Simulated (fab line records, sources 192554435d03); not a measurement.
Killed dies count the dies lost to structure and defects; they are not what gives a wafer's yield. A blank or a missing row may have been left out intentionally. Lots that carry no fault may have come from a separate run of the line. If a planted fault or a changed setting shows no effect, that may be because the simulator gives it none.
Matching of chambers ; flow n5 finfet ; N5_BEOL_M8_CVD_78 on cvd co-01 has 3 sister chambers
The step deposits Co from CCTBA/H2, target thk 2 nm, time 142.3 s. 6 wafers are shown with their chamber, then 6 later ones without.

EACH WAFER AND ITS CHAMBER
wafer;chamber;run length s (s)
L391.1;1;164.0
L403.3;1;164.3
L403.5;2;164.1
L407.1;2;164.3
L407.3;0;164.1
L407.5;0;164.3

WAFERS WITH NO CHAMBER GIVEN
wafer;run length s (s)
L409.2;164.3
L409.3;163.7
L409.5;164.3
L408.1;164.3
L408.3;164.0
L408.5;164.2

WHICH CHAMBER EACH ONE RAN IN
wafer;from the rows above;in truth
L409.2;can't be placed: 0 or 2 or 1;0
L409.3;can't be placed: 1 or 0 or 2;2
L409.5;can't be placed: 0 or 2 or 1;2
L408.1;can't be placed: 0 or 2 or 1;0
L408.3;can't be placed: 1 or 0 or 2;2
L408.5;can't be placed: 0 or 2 or 1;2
Correct placement for 0 of the 6. Not placeable from these rows: 6 (in 6, the candidates include the true chamber). Wrongly placed: 0.
How it was worked out, from the rows above alone: a wafer's distance from a chamber is the root of the sum, over the readings, of the square of ((its reading less the chamber's mean) divided by the reading's scatter). The wafer belongs to the nearest chamber; if the next one is less than 2 further off, it can't be placed. The mean given for a chamber averages the wafers shown for that chamber. The scatter is the square root of a quotient: the sum, over the shown wafers, of each reading's squared deviation from its chamber's mean, divided by wafers minus chambers.
